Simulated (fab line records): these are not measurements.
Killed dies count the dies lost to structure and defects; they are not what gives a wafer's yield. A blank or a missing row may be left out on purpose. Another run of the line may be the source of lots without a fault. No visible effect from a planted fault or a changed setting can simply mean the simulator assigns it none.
The same fault as seen by 2 desks -- flow nand-harc -- each desk has only its own numbers; what lay behind them comes last

TOOL OWNER'S DESK, cmp-03
The tool's own readings at NHARC_A_DECK1_JOINT_CMP_02 (polishes SiOx): means of the sampled wafers that have a number, for each lot that ran on this tool. If a lot's mean is further than 4 standard deviations from the usual mean, the lot is out of limits and carries the mark OUT (the distance appears in the brackets).
Columns: A = edge-zone-pressure-frac at NHARC_A_DECK1_JOINT_CMP_02, usual 1.000; B = motor-current-A at NHARC_A_DECK1_JOINT_CMP_02, usual 12.5 A
lot,first seen here,A,B
L904,day 15 10:50,0.998,12.2
L907,day 16 16:57,1.001,11.4
L919,day 21 17:47,1.000,11.6
This desk's finding: nothing out of limits on any of the 3 lots.

METROLOGY DESK
What the gauges read, lot by lot, whatever tool the lot ran on: means of the sampled wafers that have a number. If a lot's mean is further than 4 standard deviations from the usual mean, the lot is out of limits and carries the mark OUT (the distance appears in the brackets).
Columns: A = thk-nm at NHARC_A_ONON_D2_THK_MEAS_24, usual 1003 nm
lot,first seen here,A
L897,day 12 18:17,1001
L898,day 13 17:30,1005
L899,day 14 02:14,1016
L902,day 14 15:26,1015
L903,day 14 20:51,989
L904,day 15 22:52,997
L905,day 15 22:52,1004
L907,day 17 05:37,996
L906,day 17 05:38,1015
L919,day 22 05:55,1004
L920,day 22 05:55,1015
This desk's finding: nothing out of limits on any of the 11 lots.

ALL TOGETHER
Nothing out of limits was seen by the tool owner's desk.
Nothing out of limits was seen by the metrology desk.

WHAT THE SIMULATOR PUT IN
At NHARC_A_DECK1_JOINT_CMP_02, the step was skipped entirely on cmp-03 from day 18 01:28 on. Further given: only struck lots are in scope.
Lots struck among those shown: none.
